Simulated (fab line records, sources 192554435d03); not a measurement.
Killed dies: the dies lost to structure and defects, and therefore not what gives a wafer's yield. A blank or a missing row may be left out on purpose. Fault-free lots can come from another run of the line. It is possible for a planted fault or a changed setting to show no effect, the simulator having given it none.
Which tool is to blame? :: flow n5Finfet :: 24 lots with 72 wafers sampled at 6 steps, on a route of 1938 steps

== WHAT THE GAUGES SHOWED, per wafer ==
N5_BEOL_M4_THK_MEAS_53: measures by xrf. Usual: M4_THK typically reads 40.6 nm, with standard deviation 1.7.
lot: L074
measured: day 8 01:35
on: filmMetro-01
M4_THK (nm): 40.8 39.5 39.6
flag: 

lot: L075
measured: day 8 01:56
on: filmMetro-01
M4_THK (nm): 44.0 39.3 43.0
flag: 

lot: L077
measured: day 8 19:30
on: filmMetro-01
M4_THK (nm): 45.0 40.9 43.2
flag: 

lot: L078
measured: day 8 22:12
on: filmMetro-01
M4_THK (nm): 41.0 40.8 42.2
flag: 

lot: L076
measured: day 8 22:32
on: filmMetro-02
M4_THK (nm): 39.6 36.5 39.6
flag: 

lot: L079
measured: day 9 00:35
on: filmMetro-01
M4_THK (nm): 40.6 42.5 41.8
flag: 

lot: L081
measured: day 9 05:57
on: filmMetro-01
M4_THK (nm): 38.3 38.0 38.6
flag: 

lot: L080
measured: day 9 08:12
on: filmMetro-01
M4_THK (nm): 39.7 37.3 39.8
flag: 

lot: L082
measured: day 9 20:20
on: filmMetro-02
M4_THK (nm): 41.3 40.1 39.6
flag: 

lot: L083
measured: day 10 00:28
on: filmMetro-02
M4_THK (nm): 40.7 40.2 40.9
flag: 

lot: L084
measured: day 10 09:54
on: filmMetro-01
M4_THK (nm): 41.2 39.5 39.5
flag: 

lot: L085
measured: day 10 18:31
on: filmMetro-01
M4_THK (nm): 40.6 40.4 42.1
flag: 

lot: L087
measured: day 11 02:12
on: filmMetro-01
M4_THK (nm): 40.7 40.6 44.7
flag: 

lot: L088
measured: day 11 05:46
on: filmMetro-02
M4_THK (nm): 40.0 37.8 40.1
flag: 

lot: L086
measured: day 11 07:22
on: filmMetro-02
M4_THK (nm): 44.6 42.9 42.7
flag: 

lot: L089
measured: day 11 15:41
on: filmMetro-01
M4_THK (nm): 43.7 41.7 41.6
flag: 

lot: L090
measured: day 11 20:34
on: filmMetro-01
M4_THK (nm): 41.2 40.9 41.9
flag: 

lot: L091
measured: day 12 01:20
on: filmMetro-01
M4_THK (nm): 42.1 42.6 42.8
flag: 

lot: L093
measured: day 12 11:55
on: filmMetro-01
M4_THK (nm): 37.7 38.4 38.7
flag: 

lot: L092
measured: day 12 16:26
on: filmMetro-02
M4_THK (nm): 41.7 40.6 38.8
flag: 

lot: L094
measured: day 13 04:40
on: filmMetro-01
M4_THK (nm): 40.8 40.3 41.2
flag: 

lot: L096
measured: day 13 06:30
on: filmMetro-02
M4_THK (nm): 41.4 38.8 40.9
flag: 

lot: L095
measured: day 13 06:55
on: filmMetro-01
M4_THK (nm): 40.4 40.2 40.3
flag: 

lot: L097
measured: day 13 09:31
on: filmMetro-02
M4_THK (nm): 40.7 40.3 40.2
flag: 

N5_BEOL_M5_INSPECT_30: inspects for defects (brightfield). Usual: rawDefectCount reads 409 (standard deviation 100).
lot: L074
measured: day 8 11:07
on: defectInspect-02
rawDefectCount: 321 274 476
flag: 

lot: L075
measured: day 8 07:52
on: defectInspect-01
rawDefectCount: 272 325 403
flag: 

lot: L077
measured: day 8 23:22
on: defectInspect-02
rawDefectCount: 415 388 328
flag: 

lot: L078
measured: day 9 02:22
on: defectInspect-01
rawDefectCount: 289 246 431
flag: 

lot: L076
measured: day 9 05:35
on: defectInspect-01
rawDefectCount: 284 336 416
flag: 

lot: L079
measured: day 9 07:08
on: defectInspect-02
rawDefectCount: 373 349 431
flag: 

lot: L081
measured: day 9 12:31
on: defectInspect-01
rawDefectCount: 516 362 322
flag: 

lot: L080
measured: day 9 15:55
on: defectInspect-01
rawDefectCount: 602 473 599
flag: 

lot: L082
measured: day 10 01:43
on: defectInspect-02
rawDefectCount: 386 492 406
flag: 

lot: L083
measured: day 10 04:08
on: defectInspect-01
rawDefectCount: 361 326 241
flag: 

lot: L084
measured: day 10 15:19
on: defectInspect-01
rawDefectCount: 362 429 377
flag: 

lot: L085
measured: day 11 01:06
on: defectInspect-02
rawDefectCount: 419 350 360
flag: 

lot: L087
measured: day 11 06:46
on: defectInspect-02
rawDefectCount: 603 462 484
flag: 

lot: L088
measured: day 11 09:40
on: defectInspect-01
rawDefectCount: 312 403 336
flag: 

lot: L086
measured: day 11 12:41
on: defectInspect-01
rawDefectCount: 449 480 457
flag: 

lot: L089
measured: day 11 20:13
on: defectInspect-02
rawDefectCount: 385 427 406
flag: 

lot: L090
measured: day 12 01:50
on: defectInspect-02
rawDefectCount: 370 395 284
flag: 

lot: L091
measured: day 12 06:26
on: defectInspect-02
rawDefectCount: 579 446 541
flag: 

lot: L093
measured: day 12 17:49
on: defectInspect-02
rawDefectCount: 387 449 491
flag: 

lot: L092
measured: day 12 22:01
on: defectInspect-02
rawDefectCount: 439 506 508
flag: 

lot: L094
measured: day 13 10:33
on: defectInspect-02
rawDefectCount: 716 538 538
flag: 

lot: L096
measured: day 13 10:45
on: defectInspect-02
rawDefectCount: 363 494 319
flag: 

lot: L095
measured: day 13 11:22
on: defectInspect-02
rawDefectCount: 494 425 561
flag: 

lot: L097
measured: day 13 16:55
on: defectInspect-01
rawDefectCount: 235 232 221
flag: 

== WHICH TOOL RAN EACH LOT (tool, then ch and the chambers of the sampled wafers, then the start) ==
lot: L074
N5_BEOL_M4_VIA_ETCH_34: rieDiel-05 ch 2,3, day 7 21:02
N5_BEOL_M4_DEGAS_44: pvdSputter-02, day 7 22:23
N5_BEOL_M4_SURFACE_TREAT_85: pvdSputter-02, day 7 22:46
N5_BEOL_M5_ETCH_72: rieDiel-06 ch 0,3, day 8 07:12

lot: L075
N5_BEOL_M4_VIA_ETCH_34: rieDiel-01 ch 1,2,3, day 7 21:14
N5_BEOL_M4_DEGAS_44: pvdSputter-02, day 7 22:33
N5_BEOL_M4_SURFACE_TREAT_85: pvdSputter-02, day 7 22:59
N5_BEOL_M5_ETCH_72: rieDiel-06 ch 0,1,3, day 8 06:58

lot: L077
N5_BEOL_M4_VIA_ETCH_34: rieDiel-01 ch 1,2, day 8 15:16
N5_BEOL_M4_DEGAS_44: pvdSputter-02, day 8 16:10
N5_BEOL_M4_SURFACE_TREAT_85: pvdSputter-02, day 8 16:34
N5_BEOL_M5_ETCH_72: rieDiel-02 ch 0,2, day 8 22:34

lot: L078
N5_BEOL_M4_VIA_ETCH_34: rieDiel-03 ch 0,1, day 8 18:26
N5_BEOL_M4_DEGAS_44: pvdSputter-02, day 8 18:59
N5_BEOL_M4_SURFACE_TREAT_85: pvdSputter-03, day 8 19:25
N5_BEOL_M5_ETCH_72: rieDiel-04 ch 0,3, day 9 00:54

lot: L076
N5_BEOL_M4_VIA_ETCH_34: rieDiel-05 ch 1,2,3, day 8 18:44
N5_BEOL_M4_DEGAS_44: pvdSputter-03, day 8 19:13
N5_BEOL_M4_SURFACE_TREAT_85: pvdSputter-03, day 8 19:37
N5_BEOL_M5_ETCH_72: rieDiel-06 ch 1,2,3, day 9 03:23

lot: L079
N5_BEOL_M4_VIA_ETCH_34: rieDiel-01 ch 0,2,3, day 8 19:13
N5_BEOL_M4_DEGAS_44: pvdSputter-02, day 8 21:06
N5_BEOL_M4_SURFACE_TREAT_85: pvdSputter-03, day 8 21:35
N5_BEOL_M5_ETCH_72: rieDiel-02 ch 1,3, day 9 03:47

lot: L081
N5_BEOL_M4_VIA_ETCH_34: rieDiel-05 ch 0,1,2, day 9 00:30
N5_BEOL_M4_DEGAS_44: pvdSputter-01, day 9 02:43
N5_BEOL_M4_SURFACE_TREAT_85: pvdSputter-02, day 9 03:04
N5_BEOL_M5_ETCH_72: rieDiel-02 ch 0,2,3, day 9 09:17

lot: L080
N5_BEOL_M4_VIA_ETCH_34: rieDiel-05 ch 1,2, day 9 02:43
N5_BEOL_M4_DEGAS_44: pvdSputter-02, day 9 03:40
N5_BEOL_M4_SURFACE_TREAT_85: pvdSputter-01, day 9 05:14
N5_BEOL_M5_ETCH_72: rieDiel-04 ch 0,2,3, day 9 13:44

lot: L082
N5_BEOL_M4_VIA_ETCH_34: rieDiel-05 ch 0,1,3, day 9 16:21
N5_BEOL_M4_DEGAS_44: pvdSputter-02, day 9 16:56
N5_BEOL_M4_SURFACE_TREAT_85: pvdSputter-01, day 9 17:19
N5_BEOL_M5_ETCH_72: rieDiel-06 ch 0,1,2, day 10 00:11

lot: L083
N5_BEOL_M4_VIA_ETCH_34: rieDiel-05 ch 0,1,2, day 9 19:38
N5_BEOL_M4_DEGAS_44: pvdSputter-03, day 9 20:26
N5_BEOL_M4_SURFACE_TREAT_85: pvdSputter-03, day 9 20:53
N5_BEOL_M5_ETCH_72: rieDiel-02 ch 0,3, day 10 03:15

lot: L084
N5_BEOL_M4_VIA_ETCH_34: rieDiel-05 ch 1,2,3, day 10 04:38
N5_BEOL_M4_DEGAS_44: pvdSputter-03, day 10 05:10
N5_BEOL_M4_SURFACE_TREAT_85: pvdSputter-02, day 10 05:35
N5_BEOL_M5_ETCH_72: rieDiel-02 ch 0,1,2, day 10 13:26

lot: L085
N5_BEOL_M4_VIA_ETCH_34: rieDiel-03 ch 0,1, day 10 13:53
N5_BEOL_M4_DEGAS_44: pvdSputter-02, day 10 15:08
N5_BEOL_M4_SURFACE_TREAT_85: pvdSputter-03, day 10 15:41
N5_BEOL_M5_ETCH_72: rieDiel-04 ch 0,3, day 10 22:57

lot: L087
N5_BEOL_M4_VIA_ETCH_34: rieDiel-01 ch 0,1, day 10 22:20
N5_BEOL_M4_DEGAS_44: pvdSputter-03, day 10 22:59
N5_BEOL_M4_SURFACE_TREAT_85: pvdSputter-02, day 10 23:19
N5_BEOL_M5_ETCH_72: rieDiel-04 ch 0,1,3, day 11 05:57

lot: L088
N5_BEOL_M4_VIA_ETCH_34: rieDiel-05 ch 1,2, day 11 01:17
N5_BEOL_M4_DEGAS_44: pvdSputter-03, day 11 02:07
N5_BEOL_M4_SURFACE_TREAT_85: pvdSputter-03, day 11 02:40
N5_BEOL_M5_ETCH_72: rieDiel-02 ch 0,2, day 11 08:52

lot: L086
N5_BEOL_M4_VIA_ETCH_34: rieDiel-01 ch 0,1,3, day 11 01:47
N5_BEOL_M4_DEGAS_44: pvdSputter-01, day 11 02:45
N5_BEOL_M4_SURFACE_TREAT_85: pvdSputter-03, day 11 03:14
N5_BEOL_M5_ETCH_72: rieDiel-06 ch 1,2,3, day 11 11:04

lot: L089
N5_BEOL_M4_VIA_ETCH_34: rieDiel-03 ch 0,1,3, day 11 10:05
N5_BEOL_M4_DEGAS_44: pvdSputter-03, day 11 10:50
N5_BEOL_M4_SURFACE_TREAT_85: pvdSputter-02, day 11 12:51
N5_BEOL_M5_ETCH_72: rieDiel-04 ch 1,3, day 11 18:46

lot: L090
N5_BEOL_M4_VIA_ETCH_34: rieDiel-01 ch 0,1, day 11 16:12
N5_BEOL_M4_DEGAS_44: pvdSputter-01, day 11 17:18
N5_BEOL_M4_SURFACE_TREAT_85: pvdSputter-01, day 11 17:47
N5_BEOL_M5_ETCH_72: rieDiel-04 ch 1,3, day 11 23:28

lot: L091
N5_BEOL_M4_VIA_ETCH_34: rieDiel-01 ch 0,1,3, day 11 21:14
N5_BEOL_M4_DEGAS_44: pvdSputter-02, day 11 22:04
N5_BEOL_M4_SURFACE_TREAT_85: pvdSputter-02, day 11 22:29
N5_BEOL_M5_ETCH_72: rieDiel-06 ch 2,3, day 12 05:20

lot: L093
N5_BEOL_M4_VIA_ETCH_34: rieDiel-05 ch 0,2,3, day 12 07:40
N5_BEOL_M4_DEGAS_44: pvdSputter-03, day 12 08:36
N5_BEOL_M4_SURFACE_TREAT_85: pvdSputter-02, day 12 09:04
N5_BEOL_M5_ETCH_72: rieDiel-04 ch 2,3, day 12 16:55

lot: L092
N5_BEOL_M4_VIA_ETCH_34: rieDiel-03 ch 1,2,3, day 12 12:29
N5_BEOL_M4_DEGAS_44: pvdSputter-03, day 12 13:11
N5_BEOL_M4_SURFACE_TREAT_85: pvdSputter-03, day 12 13:32
N5_BEOL_M5_ETCH_72: rieDiel-06 ch 1,3, day 12 19:40

lot: L094
N5_BEOL_M4_VIA_ETCH_34: rieDiel-03 ch 0,1,2, day 13 00:29
N5_BEOL_M4_DEGAS_44: pvdSputter-03, day 13 01:26
N5_BEOL_M4_SURFACE_TREAT_85: pvdSputter-01, day 13 01:50
N5_BEOL_M5_ETCH_72: rieDiel-06 ch 1,2, day 13 09:40

lot: L096
N5_BEOL_M4_VIA_ETCH_34: rieDiel-05 ch 0,1, day 13 00:34
N5_BEOL_M4_DEGAS_44: pvdSputter-01, day 13 01:28
N5_BEOL_M4_SURFACE_TREAT_85: pvdSputter-01, day 13 02:01
N5_BEOL_M5_ETCH_72: rieDiel-02 ch 1,2, day 13 09:57

lot: L095
N5_BEOL_M4_VIA_ETCH_34: rieDiel-05 ch 1,2,3, day 13 00:58
N5_BEOL_M4_DEGAS_44: pvdSputter-01, day 13 01:37
N5_BEOL_M4_SURFACE_TREAT_85: pvdSputter-01, day 13 02:03
N5_BEOL_M5_ETCH_72: rieDiel-02 ch 1,2, day 13 10:21

lot: L097
N5_BEOL_M4_VIA_ETCH_34: rieDiel-03 ch 1,2,3, day 13 05:32
N5_BEOL_M4_DEGAS_44: pvdSputter-02, day 13 06:11
N5_BEOL_M4_SURFACE_TREAT_85: pvdSputter-01, day 13 06:38
N5_BEOL_M5_ETCH_72: rieDiel-04 ch 0,3, day 13 12:02
- N5_BEOL_M4_VIA_ETCH_34: etches the open film in C4F6/O2, target depth 69.4 nm, time 65.9 s.
- N5_BEOL_M4_DEGAS_44: time 60 s.
- N5_BEOL_M4_SURFACE_TREAT_85
- N5_BEOL_M5_ETCH_72: etches underlayer in N2/H2, target depth 6.5 nm, time 5.2 s.

== WHAT THE TOOLS THEMSELVES READ (means of the sampled wafers that have a number; where no wafer has one, the mark that the record gives instead) ==
N5_BEOL_M4_VIA_ETCH_34. Usual: drypumpMotorCurrentA 5.7 A, standard deviation 0.41; mfcArSccm 299.9 sccm, standard deviation 0.85; oesProductAu 0.79 a.u., standard deviation 0.083; rfVppV 670 V, standard deviation 9.4; showerheadPlenumPTorr 2.85 Torr, standard deviation 0.082; throttleValvePct 30.7 %, standard deviation 0.36.
lot: L074
tool: rieDiel-05
drypumpMotorCurrentA (A): 6.0
mfcArSccm (sccm): 300.5
oesProductAu (a.u.): 0.70
rfVppV (V): 663
showerheadPlenumPTorr (Torr): 2.89
throttleValvePct (%): 30.8
flag: 

lot: L075
tool: rieDiel-01
drypumpMotorCurrentA (A): 5.5
mfcArSccm (sccm): 299.7
oesProductAu (a.u.): 0.83
rfVppV (V): 670
showerheadPlenumPTorr (Torr): 2.82
throttleValvePct (%): 30.7
flag: 

lot: L077
tool: rieDiel-01
drypumpMotorCurrentA (A): 5.7
mfcArSccm (sccm): 299.8
oesProductAu (a.u.): 0.76
rfVppV (V): 666
showerheadPlenumPTorr (Torr): 2.82
throttleValvePct (%): 30.7
flag: 

lot: L078
tool: rieDiel-03
drypumpMotorCurrentA (A): 6.4
mfcArSccm (sccm): 299.8
oesProductAu (a.u.): 0.83
rfVppV (V): 675
showerheadPlenumPTorr (Torr): 2.74
throttleValvePct (%): 30.5
flag: 

lot: L076
tool: rieDiel-05
drypumpMotorCurrentA (A): 5.8
mfcArSccm (sccm): 299.3
oesProductAu (a.u.): 0.71
rfVppV (V): 660
showerheadPlenumPTorr (Torr): 2.86
throttleValvePct (%): 31.0
flag: 

lot: L079
tool: rieDiel-01
drypumpMotorCurrentA (A): 5.4
mfcArSccm (sccm): 300.2
oesProductAu (a.u.): 0.79
rfVppV (V): 673
showerheadPlenumPTorr (Torr): 2.78
throttleValvePct (%): 30.7
flag: 

lot: L081
tool: rieDiel-05
drypumpMotorCurrentA (A): 5.7
mfcArSccm (sccm): 300.0
oesProductAu (a.u.): 0.74
rfVppV (V): 669
showerheadPlenumPTorr (Torr): 2.90
throttleValvePct (%): 30.7
flag: 

lot: L080
tool: rieDiel-05
drypumpMotorCurrentA (A): 5.7
mfcArSccm (sccm): 298.9
oesProductAu (a.u.): 0.71
rfVppV (V): 666
showerheadPlenumPTorr (Torr): 2.86
throttleValvePct (%): 31.0
flag: 

lot: L082
tool: rieDiel-05
drypumpMotorCurrentA (A): 5.5
mfcArSccm (sccm): 299.6
oesProductAu (a.u.): 0.75
rfVppV (V): 664
showerheadPlenumPTorr (Torr): 2.88
throttleValvePct (%): 30.8
flag: 

lot: L083
tool: rieDiel-05
drypumpMotorCurrentA (A): 5.7
mfcArSccm (sccm): 299.9
oesProductAu (a.u.): 0.73
rfVppV (V): 669
showerheadPlenumPTorr (Torr): 2.90
throttleValvePct (%): 30.7
flag: 

lot: L084
tool: rieDiel-05
drypumpMotorCurrentA (A): 5.8
mfcArSccm (sccm): 300.1
oesProductAu (a.u.): 0.71
rfVppV (V): 661
showerheadPlenumPTorr (Torr): 2.86
throttleValvePct (%): 31.0
flag: 

lot: L085
tool: rieDiel-03
drypumpMotorCurrentA (A): 6.3
mfcArSccm (sccm): 300.1
oesProductAu (a.u.): 0.93
rfVppV (V): 679
showerheadPlenumPTorr (Torr): 2.84
throttleValvePct (%): 30.4
flag: 

lot: L087
tool: rieDiel-01
drypumpMotorCurrentA (A): 5.3
mfcArSccm (sccm): 300.4
oesProductAu (a.u.): 0.83
rfVppV (V): 669
showerheadPlenumPTorr (Torr): 2.80
throttleValvePct (%): 30.3
flag: 

lot: L088
tool: rieDiel-05
drypumpMotorCurrentA (A): 5.7
mfcArSccm (sccm): 299.9
oesProductAu (a.u.): 0.71
rfVppV (V): 664
showerheadPlenumPTorr (Torr): 2.85
throttleValvePct (%): 31.0
flag: 

lot: L086
tool: rieDiel-01
drypumpMotorCurrentA (A): 5.3
mfcArSccm (sccm): 300.5
oesProductAu (a.u.): 0.83
rfVppV (V): 672
showerheadPlenumPTorr (Torr): 2.80
throttleValvePct (%): 30.5
flag: 

lot: L089
tool: rieDiel-03
drypumpMotorCurrentA (A): 5.9
mfcArSccm (sccm): 299.9
oesProductAu (a.u.): 0.87
rfVppV (V): 676
showerheadPlenumPTorr (Torr): 2.91
throttleValvePct (%): 30.5
flag: 

lot: L090
tool: rieDiel-01
drypumpMotorCurrentA (A): 5.2
mfcArSccm (sccm): 300.7
oesProductAu (a.u.): 0.82
rfVppV (V): 668
showerheadPlenumPTorr (Torr): 2.80
throttleValvePct (%): 30.3
flag: 

lot: L091
tool: rieDiel-01
drypumpMotorCurrentA (A): 5.3
mfcArSccm (sccm): 298.7
oesProductAu (a.u.): 0.83
rfVppV (V): 670
showerheadPlenumPTorr (Torr): 2.80
throttleValvePct (%): 30.5
flag: 

lot: L093
tool: rieDiel-05
drypumpMotorCurrentA (A): 5.8
mfcArSccm (sccm): 299.9
oesProductAu (a.u.): 0.82
rfVppV (V): 665
showerheadPlenumPTorr (Torr): 2.89
throttleValvePct (%): 30.6
flag: 

lot: L092
tool: rieDiel-03
drypumpMotorCurrentA (A): 6.1
mfcArSccm (sccm): 300.2
oesProductAu (a.u.): 0.83
rfVppV (V): 682
showerheadPlenumPTorr (Torr): 2.82
throttleValvePct (%): 30.7
flag: 

lot: L094
tool: rieDiel-03
drypumpMotorCurrentA (A): 6.0
mfcArSccm (sccm): 300.7
oesProductAu (a.u.): 0.87
rfVppV (V): 680
showerheadPlenumPTorr (Torr): 2.84
throttleValvePct (%): 30.5
flag: 

lot: L096
tool: rieDiel-05
drypumpMotorCurrentA (A): 5.5
mfcArSccm (sccm): 299.9
oesProductAu (a.u.): 0.73
rfVppV (V): 667
showerheadPlenumPTorr (Torr): 2.86
throttleValvePct (%): 30.9
flag: 

lot: L095
tool: rieDiel-05
drypumpMotorCurrentA (A): 5.8
mfcArSccm (sccm): 300.0
oesProductAu (a.u.): 0.78
rfVppV (V): 661
showerheadPlenumPTorr (Torr): 2.85
throttleValvePct (%): 30.9
flag: 

lot: L097
tool: rieDiel-03
drypumpMotorCurrentA (A): 6.1
mfcArSccm (sccm): 300.3
oesProductAu (a.u.): 0.82
rfVppV (V): 683
showerheadPlenumPTorr (Torr): 2.82
throttleValvePct (%): 30.7
flag: 

N5_BEOL_M4_DEGAS_44. Usual: heaterPowerW reads 353 W (standard deviation 29).
lot: L074
tool: pvdSputter-02
heaterPowerW (W): 360
flag: 

lot: L075
tool: pvdSputter-02
heaterPowerW (W): 377
flag: 

lot: L077
tool: pvdSputter-02
heaterPowerW (W): 361
flag: 

lot: L078
tool: pvdSputter-02
heaterPowerW (W): 368
flag: 

lot: L076
tool: pvdSputter-03
heaterPowerW (W): 345
flag: 

lot: L079
tool: pvdSputter-02
heaterPowerW (W): 354
flag: 

lot: L081
tool: pvdSputter-01
heaterPowerW (W): 329
flag: 

lot: L080
tool: pvdSputter-02
heaterPowerW (W): 377
flag: 

lot: L082
tool: pvdSputter-02
heaterPowerW (W): 363
flag: 

lot: L083
tool: pvdSputter-03
heaterPowerW (W): 377
flag: 

lot: L084
tool: pvdSputter-03
heaterPowerW (W): 347
flag: 

lot: L085
tool: pvdSputter-02
heaterPowerW (W): 363
flag: 

lot: L087
tool: pvdSputter-03
heaterPowerW (W): 335
flag: 

lot: L088
tool: pvdSputter-03
heaterPowerW (W): 334
flag: 

lot: L086
tool: pvdSputter-01
heaterPowerW (W): 319
flag: 

lot: L089
tool: pvdSputter-03
heaterPowerW (W): 359
flag: 

lot: L090
tool: pvdSputter-01
heaterPowerW (W): 318
flag: 

lot: L091
tool: pvdSputter-02
heaterPowerW (W): 372
flag: 

lot: L093
tool: pvdSputter-03
heaterPowerW (W): 344
flag: 

lot: L092
tool: pvdSputter-03
heaterPowerW (W): 337
flag: 

lot: L094
tool: pvdSputter-03
heaterPowerW (W): 363
flag: 

lot: L096
tool: pvdSputter-01
heaterPowerW (W): 317
flag: 

lot: L095
tool: pvdSputter-01
heaterPowerW (W): 319
flag: 

lot: L097
tool: pvdSputter-02
heaterPowerW (W): 378
flag: 

N5_BEOL_M5_ETCH_72. Usual: drypumpMotorCurrentA 5.8 A, standard deviation 0.37; etchRfOnTimeS 5.21 s, standard deviation 0.12; oesProductAu 0.68 a.u., standard deviation 0.055; rfVppV 524.6 V, standard deviation 3; showerheadPlenumPTorr 2.56 Torr, standard deviation 0.095; throttleValvePct 17.77 %, standard deviation 0.25.
lot: L074
tool: rieDiel-06
drypumpMotorCurrentA (A): 5.6
etchRfOnTimeS (s): 5.28
oesProductAu (a.u.): 0.64
rfVppV (V): 524.3
showerheadPlenumPTorr (Torr): 2.56
throttleValvePct (%): 17.80
flag: 

lot: L075
tool: rieDiel-06
drypumpMotorCurrentA (A): 5.8
etchRfOnTimeS (s): 5.29
oesProductAu (a.u.): 0.66
rfVppV (V): 523.7
showerheadPlenumPTorr (Torr): 2.52
throttleValvePct (%): 17.74
flag: 

lot: L077
tool: rieDiel-02
drypumpMotorCurrentA (A): 6.0
etchRfOnTimeS (s): 5.25
oesProductAu (a.u.): 0.66
rfVppV (V): 522.4
showerheadPlenumPTorr (Torr): 2.53
throttleValvePct (%): 18.15
flag: 

lot: L078
tool: rieDiel-04
drypumpMotorCurrentA (A): 5.9
etchRfOnTimeS (s): 5.12
oesProductAu (a.u.): 0.77
rfVppV (V): 523.5
showerheadPlenumPTorr (Torr): 2.55
throttleValvePct (%): 17.73
flag: 

lot: L076
tool: rieDiel-06
drypumpMotorCurrentA (A): 5.9
etchRfOnTimeS (s): 5.25
oesProductAu (a.u.): 0.69
rfVppV (V): 526.2
showerheadPlenumPTorr (Torr): 2.60
throttleValvePct (%): 17.62
flag: 

lot: L079
tool: rieDiel-02
drypumpMotorCurrentA (A): 5.8
etchRfOnTimeS (s): 5.20
oesProductAu (a.u.): 0.71
rfVppV (V): 528.0
showerheadPlenumPTorr (Torr): 2.68
throttleValvePct (%): 17.42
flag: 

lot: L081
tool: rieDiel-02
drypumpMotorCurrentA (A): 5.8
etchRfOnTimeS (s): 5.08
oesProductAu (a.u.): 0.67
rfVppV (V): 525.7
showerheadPlenumPTorr (Torr): 2.59
throttleValvePct (%): 17.84
flag: 

lot: L080
tool: rieDiel-04
drypumpMotorCurrentA (A): 5.7
etchRfOnTimeS (s): 5.14
oesProductAu (a.u.): 0.75
rfVppV (V): 523.5
showerheadPlenumPTorr (Torr): 2.50
throttleValvePct (%): 17.75
flag: 

lot: L082
tool: rieDiel-06
drypumpMotorCurrentA (A): 5.9
etchRfOnTimeS (s): 5.23
oesProductAu (a.u.): 0.67
rfVppV (V): 523.4
showerheadPlenumPTorr (Torr): 2.52
throttleValvePct (%): 17.68
flag: 

lot: L083
tool: rieDiel-02
drypumpMotorCurrentA (A): 5.6
etchRfOnTimeS (s): 5.10
oesProductAu (a.u.): 0.68
rfVppV (V): 528.7
showerheadPlenumPTorr (Torr): 2.66
throttleValvePct (%): 17.55
flag: 

lot: L084
tool: rieDiel-02
drypumpMotorCurrentA (A): 5.7
etchRfOnTimeS (s): 5.23
oesProductAu (a.u.): 0.68
rfVppV (V): 525.9
showerheadPlenumPTorr (Torr): 2.61
throttleValvePct (%): 18.01
flag: 

lot: L085
tool: rieDiel-04
drypumpMotorCurrentA (A): 5.9
etchRfOnTimeS (s): 5.09
oesProductAu (a.u.): 0.76
rfVppV (V): 524.5
showerheadPlenumPTorr (Torr): 2.54
throttleValvePct (%): 17.77
flag: 

lot: L087
tool: rieDiel-04
drypumpMotorCurrentA (A): 5.7
etchRfOnTimeS (s): 5.22
oesProductAu (a.u.): 0.69
rfVppV (V): 523.0
showerheadPlenumPTorr (Torr): 2.52
throttleValvePct (%): 17.74
flag: 

lot: L088
tool: rieDiel-02
drypumpMotorCurrentA (A): 6.0
etchRfOnTimeS (s): 5.26
oesProductAu (a.u.): 0.64
rfVppV (V): 522.6
showerheadPlenumPTorr (Torr): 2.52
throttleValvePct (%): 18.19
flag: 

lot: L086
tool: rieDiel-06
drypumpMotorCurrentA (A): 5.9
etchRfOnTimeS (s): 5.22
oesProductAu (a.u.): 0.68
rfVppV (V): 525.7
showerheadPlenumPTorr (Torr): 2.59
throttleValvePct (%): 17.65
flag: 

lot: L089
tool: rieDiel-04
drypumpMotorCurrentA (A): 5.7
etchRfOnTimeS (s): 5.27
oesProductAu (a.u.): 0.64
rfVppV (V): 524.0
showerheadPlenumPTorr (Torr): 2.52
throttleValvePct (%): 17.85
flag: 

lot: L090
tool: rieDiel-04
drypumpMotorCurrentA (A): 5.7
etchRfOnTimeS (s): 5.32
oesProductAu (a.u.): 0.63
rfVppV (V): 525.3
showerheadPlenumPTorr (Torr): 2.52
throttleValvePct (%): 17.85
flag: 

lot: L091
tool: rieDiel-06
drypumpMotorCurrentA (A): 5.7
etchRfOnTimeS (s): 5.30
oesProductAu (a.u.): 0.64
rfVppV (V): 525.8
showerheadPlenumPTorr (Torr): 2.64
throttleValvePct (%): 17.72
flag: 

lot: L093
tool: rieDiel-04
drypumpMotorCurrentA (A): 5.6
etchRfOnTimeS (s): 5.10
oesProductAu (a.u.): 0.70
rfVppV (V): 521.5
showerheadPlenumPTorr (Torr): 2.48
throttleValvePct (%): 17.98
flag: 

lot: L092
tool: rieDiel-06
drypumpMotorCurrentA (A): 5.8
etchRfOnTimeS (s): 5.31
oesProductAu (a.u.): 0.65
rfVppV (V): 524.3
showerheadPlenumPTorr (Torr): 2.58
throttleValvePct (%): 17.74
flag: 

lot: L094
tool: rieDiel-06
drypumpMotorCurrentA (A): 6.1
etchRfOnTimeS (s): 5.24
oesProductAu (a.u.): 0.68
rfVppV (V): 524.8
showerheadPlenumPTorr (Torr): 2.59
throttleValvePct (%): 17.61
flag: 

lot: L096
tool: rieDiel-02
drypumpMotorCurrentA (A): 5.9
etchRfOnTimeS (s): 5.27
oesProductAu (a.u.): 0.69
rfVppV (V): 525.5
showerheadPlenumPTorr (Torr): 2.61
throttleValvePct (%): 17.95
flag: 

lot: L095
tool: rieDiel-02
drypumpMotorCurrentA (A): 5.9
etchRfOnTimeS (s): 5.23
oesProductAu (a.u.): 0.69
rfVppV (V): 526.1
showerheadPlenumPTorr (Torr): 2.61
throttleValvePct (%): 17.93
flag: 

lot: L097
tool: rieDiel-04
drypumpMotorCurrentA (A): 5.8
etchRfOnTimeS (s): 5.14
oesProductAu (a.u.): 0.73
rfVppV (V): 522.9
showerheadPlenumPTorr (Torr): 2.51
throttleValvePct (%): 17.67
flag: 

== THE ANSWER, worked out from the rows above alone ==
Rule: take the mean of a lot's wafers that have a number; if it is more than 3 standard deviations from the usual mean, the lot is off. Also off: a lot with no number at a reading for which 4 or more lots have one. The other lots that the step has rows for count as sound. The gauges are gone through in route order, then the tools' own readings, and for those a lot's mean is taken as printed above. The first step at which some lot is off is used, and at that step the reading that is off furthest; a lot without a number counts as furthest.
None of the lots is off at any reading shown; this tells nothing.

== WHAT THE SIMULATOR PUT IN ==
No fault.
